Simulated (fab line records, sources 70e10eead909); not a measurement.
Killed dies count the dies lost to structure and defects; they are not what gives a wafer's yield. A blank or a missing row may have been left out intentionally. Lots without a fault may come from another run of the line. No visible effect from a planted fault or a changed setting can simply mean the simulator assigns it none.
A struck lot beside a sound one    flow nand harc    15 out of 1302 route steps
Sound: these wafers, L218.2, L218.4, L218.6. Struck: wafer L211.1 (L211.2, L211.4, from the same lot, were not struck and are left out); the cause is given at the end.
Each step with rows lists, per side, the tool, then ch with its chambers, then its first start. Under that, the readings that differ: sound wafers    struck wafers    difference of the means    sigmas: that difference in standard deviations of wafers without a fault.
alike: readings whose means differ by less than 2 such deviations, and words and numbers that are the same on both sides. not compared: withheld readings, readings that some wafer has no value for, bounds like >300 that may hide the same value, and numbers for which the record gives no deviation and whose values overlap.
A row with sigmas, a row that says differs or no value, or rows on one side alone: a step with any of these is where the two part. Numbers that have no deviation but don't overlap get no sigmas and don't part them. A reading that every wafer of one side lacks parts them only if that side has two wafers or more.

first, 9 steps without rows for these wafers: NHARC_A_CONTACT_HMDS_33 (time 30 s); NHARC_A_CONTACT_COAT_34 (time 75 s); NHARC_A_CONTACT_COAT_35 (time 65 s); NHARC_A_CONTACT_COAT_36 (resist thk 90 nm); NHARC_A_CONTACT_SOFTBAKE_37 (time 55 s); NHARC_A_CONTACT_EBR_38; NHARC_A_CONTACT_EXPOSE_39 (exposes mask A CC 3); NHARC_A_CONTACT_PEB_40 (peb time 65 s); NHARC_A_CONTACT_DEVELOP_41 (develop time 35 s).
NHARC_A_CONTACT_CD_MEAS_42: target cd 300 nm.
  sound on cd sem-02 ch 0, day 28 14:46; struck on cd sem-01 ch 0, day 25 19:01
  alike: cd nm
NHARC_A_CONTACT_OVL_MEAS_43:
  struck on overlay-01, day 25 19:06; sound on overlay-02, day 28 14:52
reading            sound           struck  difference  sigmas
overlay x nm (nm)  -1.6 -1.0 -1.2  0.9     +2.2        +2
overlay y nm (nm)  1.2 1.0 0.8     -0.9    -1.9        -2
NHARC_A_CONTACT_INSPECT_44:
  struck on defect inspect-01, day 25 19:08; sound on defect inspect-02, day 28 14:53
  alike: raw defect count
NHARC_A_CONTACT_DESCUM_47: chemistry O2, time 3 s.
  sound on rie diel-04 ch 0,1,3, day 28 14:57; struck on rie diel-04 ch 1, day 25 19:13
reading           sound           struck  difference  sigmas
run length s (s)  23.9 23.8 24.3  25.4    +1.4        +5
  alike: drypump motor current A, oes product au, rf vpp V, showerhead plenum p Torr, throttle valve pct
  not compared: rf hours counter h
NHARC_A_CONTACT_ETCH_48: etches the open film in CF4, target depth 39 nm, time 65 s.
  sound on rie diel-04 ch 0,1,3, day 28 15:02; struck on rie diel-04 ch 0, day 25 19:18
  alike: drypump motor current A, oes product au, rf vpp V, showerhead plenum p Torr, throttle valve pct
  not compared: rf hours counter h
-- break in the record here, with 3 days between the starts of the struck wafers on either side (left off in module A_CONTACT, picked up again in module END, where the first step shown is number 1302 on the route) --
NHARC_END_SORT_01:
  sound on prober-01 ch 0, day 31 12:22; struck on prober-01 ch 0, day 28 17:56
reading              sound  struck  difference  sigmas
killed at periphery  1 3 7  10      +6          +2
  alike: killed at array, killed at other, killed dies, killed open, killed short

## WHERE THEY PART
Earliest at NHARC_A_CONTACT_OVL_MEAS_43; latest, in this record, at NHARC_END_SORT_01.

WHY: the cause the simulator had injected
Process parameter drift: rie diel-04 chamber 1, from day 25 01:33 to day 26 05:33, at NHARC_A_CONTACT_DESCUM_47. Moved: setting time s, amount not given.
